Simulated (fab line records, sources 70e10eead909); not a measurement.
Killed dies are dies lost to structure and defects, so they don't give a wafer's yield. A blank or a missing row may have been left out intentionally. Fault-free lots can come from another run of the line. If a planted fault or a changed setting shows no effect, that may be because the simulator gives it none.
Chamber matching | flow nand harc | NHARC_A_ONON_D1_DEP_33 on pecvd-02: 3 sister chambers
The step deposits SiO2, target thk 200 nm. 18 wafers are shown with their chamber, then 9 later ones without.

== EACH WAFER AND ITS CHAMBER ==
wafer  | chamber | throttle valve pct (%) | heater power w (W) | susceptor temp C (C)
L677.1 | 1       | 16.8                   | 572                | 400.04
L677.4 | 2       | 15.5                   | 474                | 400.16
L677.6 | 2       | 15.5                   | 480                | 400.08
L682.2 | 0       | 15.9                   | 471                | 400.06
L682.4 | 0       | 15.6                   | 480                | 400.15
L682.5 | 2       | 15.6                   | 521                | 399.94
L684.2 | 2       | 15.1                   | 437                | 400.18
L684.5 | 0       | 15.2                   | 387                | 399.93
L684.6 | 1       | 16.3                   | 641                | 399.73
L685.1 | 2       | 15.2                   | 418                | 399.69
L685.2 | 1       | 16.1                   | 547                | 400.10
L685.4 | 2       | 15.4                   | 439                | 400.02
L686.1 | 1       | 16.2                   | 579                | 400.07
L686.2 | 2       | 15.2                   | 542                | 400.11
L686.3 | 0       | 15.1                   | 391                | 399.94
L687.2 | 0       | 15.4                   | 349                | 400.10
L687.3 | 1       | 16.4                   | 579                | 399.90
L687.6 | 0       | 15.3                   | 367                | 399.68

SIGNATURES (means of the wafers above)
reading            | chamber 0 | chamber 1 | chamber 2 | scatter within a chamber
throttle valve pct | 15.417    | 16.360    | 15.357    | 0.25
heater power w     | 407.50    | 583.60    | 473.00    | 46.5
susceptor temp C   | 399.9767  | 399.9680  | 400.0257  | 0.165
Rule: a wafer's distance from a chamber is the root of the sum, over the readings, of the square of ((its reading less the chamber's mean) divided by the reading's scatter). If the next closest chamber is less than 2 further off than the closest, the wafer can't be placed; otherwise it belongs to the closest. The scatter: take each reading less its chamber's mean, square it, sum over the shown wafers, divide by the number of wafers less the number of chambers, and take the root.

== WAFERS MISSING THEIR CHAMBER ==
wafer  | throttle valve pct (%) | heater power w (W) | susceptor temp C (C)
L697.1 | 15.6                   | 426                | 399.92
L697.2 | 15.3                   | 516                | 400.26
L697.5 | 15.6                   | 438                | 400.08
L698.3 | 15.5                   | 441                | 399.65
L698.4 | 16.6                   | 623                | 400.25
L698.6 | 15.4                   | 320                | 400.08
L699.1 | 16.7                   | 561                | 399.94
L699.2 | 15.2                   | 445                | 399.85
L699.6 | 16.8                   | 578                | 399.96

== WHICH CHAMBER EACH WENT THROUGH ==
wafer  | from the rows above     | in truth
L697.1 | can't be placed: 0 or 2 | 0
L697.2 | can't be placed: 2 or 0 | 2
L697.5 | can't be placed: 0 or 2 | 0
L698.3 | can't be placed: 0 or 2 | 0
L698.4 | 1                       | 1
L698.6 | can't be placed: 0 or 2 | 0
L699.1 | 1                       | 1
L699.2 | can't be placed: 2 or 0 | 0
L699.6 | 1                       | 1
Correct placement for 3 of the 9. From these rows, 6 cannot be placed; in 6 the true chamber is one of the candidates. 0 placed wrongly.
